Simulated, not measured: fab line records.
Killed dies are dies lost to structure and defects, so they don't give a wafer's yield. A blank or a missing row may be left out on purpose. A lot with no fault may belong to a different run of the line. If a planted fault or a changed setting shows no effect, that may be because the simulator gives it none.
Code-filled problem report in 8D (eight disciplines) form    flow nand-harc    the parts of the form that need people (team, actions taken, sign-off) are left out

== 1. WHAT WENT WRONG ==
Mean of killed-at-array at NHARC_END_SORT_01: 494 across 4 wafers in 3 lots; on wafers with no fault it is 53 (standard deviation 21). Measured from the usual mean, that is +21 standard deviations.
Earliest sighting: wafer L927.2 on prober-01 at day 28 16:26. At this step, 8 wafers from 3 lots have a number in the record. Rule for "out" (also "out of limits"): further than 4 standard deviations from the usual mean. The rest of the wafers with a number are treated as sound.

== 2. WHAT IT IS; WHAT IT IS NOT ==
question                     is                              is not
which readings at this step  killed-at-array, killed-dies    killed-at-other, killed-at-periphery, killed-open
which lots                   L927, L928, L930                -
which wafers of those lots   L927.2, L928.2, L928.6, L930.2  L927.1, L928.1, L930.1, L930.5
read on which gauges         prober-01                       -
when                         from day 28 16:26               up to then (1 sound wafer); but 3 sound wafers of L928, L930 came after

== 3. WHAT RULES OUT EACH SUSPECT ==
Counting: any tool at a process step up to the reading remains a suspect provided it ran every lot that is out. Sound lots after the first of them don't rule it out here, since some wafers of a struck lot are sound.
- the gauge at NHARC_END_SORT_01: ruled out. All the wafers that are out were read on prober-01, but those of them that NHARC_A_STAIRCASE_TRIM_18 has rows for are out there too, on other tools.
- rie-diel-02 at NHARC_A_STAIRCASE_TRIM_12 (chemistry O2, time 211.2 s): kept. It ran every lot that is out, first L927 (day 19 23:26).
- rie-diel-02 at NHARC_A_STAIRCASE_TRIM_14 (chemistry O2, time 211.2 s): kept. It ran every lot that is out, first L927 (day 20 00:08). Because NHARC_A_STAIRCASE_TRIM_14 lacks a start for some lots, the hours and order of its lots are taken from NHARC_A_STAIRCASE_TRIM_18.
- rie-diel-02 at NHARC_A_STAIRCASE_ETCH_15 (etches the open film in C4F8/O2, target depth 100 nm, time 40.5 s): kept. It ran every lot that is out, first L927 (day 20 00:08). Because NHARC_A_STAIRCASE_ETCH_15 lacks a start for some lots, the hours and order of its lots are taken from NHARC_A_STAIRCASE_TRIM_18.
- rie-diel-02 at NHARC_A_STAIRCASE_TRIM_18 (chemistry O2, time 211.2 s): kept. It ran every lot that is out, first L927 (day 20 00:08). Out on those wafers are its own readings of run-length-s.
Left after counting: rie-diel-02 at NHARC_A_STAIRCASE_TRIM_12, rie-diel-02 at NHARC_A_STAIRCASE_TRIM_14, rie-diel-02 at NHARC_A_STAIRCASE_ETCH_15, rie-diel-02 at NHARC_A_STAIRCASE_TRIM_18.

== 4. THE CAUSE (what the simulator had put in) ==
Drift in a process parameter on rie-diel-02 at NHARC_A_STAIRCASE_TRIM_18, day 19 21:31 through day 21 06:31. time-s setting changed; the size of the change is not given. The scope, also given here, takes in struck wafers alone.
Of the 4 suspects that counting leaves, this tool is one.

== 5. THE CHAIN OF EFFECTS, in route order ==
One row per reading whose mean, taken over the struck wafers that have a number, lies over 3 standard deviations from the usual. Readings are gone through only where the record gives a usual standard deviation; hours: the median, over the lots, of the time from a lot's start at the first step in this table giving one to that lot's start at this step; sigmas: the change measured in usual standard deviations.
hours  step                       reading          usual    on struck wafers  change  sigmas
0      NHARC_A_STAIRCASE_TRIM_18  run-length-s     232.5 s  170.9             -61.6   -99 or more
209    NHARC_END_SORT_01          killed-at-array  53       494               +440    +21
209    NHARC_END_SORT_01          killed-dies      58       498               +440    +21
The process steps in it:
- NHARC_A_STAIRCASE_TRIM_18: chemistry O2, time 211.2 s.

== 6. HOW IT WOULD HAVE BEEN CAUGHT EARLIER ==
In this record the first reading out of limits at a measuring or inspecting step was taken at day 28 16:26, 211 hours after the fault began at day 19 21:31.
Tool's own readings at NHARC_A_STAIRCASE_TRIM_18, run-length-s: out on all struck wafers the step has rows for; an alarm limit on them would have tripped on the first.
By day 28 16:26 the whole set of lots that are out, 3 in number, had already begun NHARC_A_STAIRCASE_TRIM_18 on rie-diel-02. A hold on the tool at that time would have spared none of them.
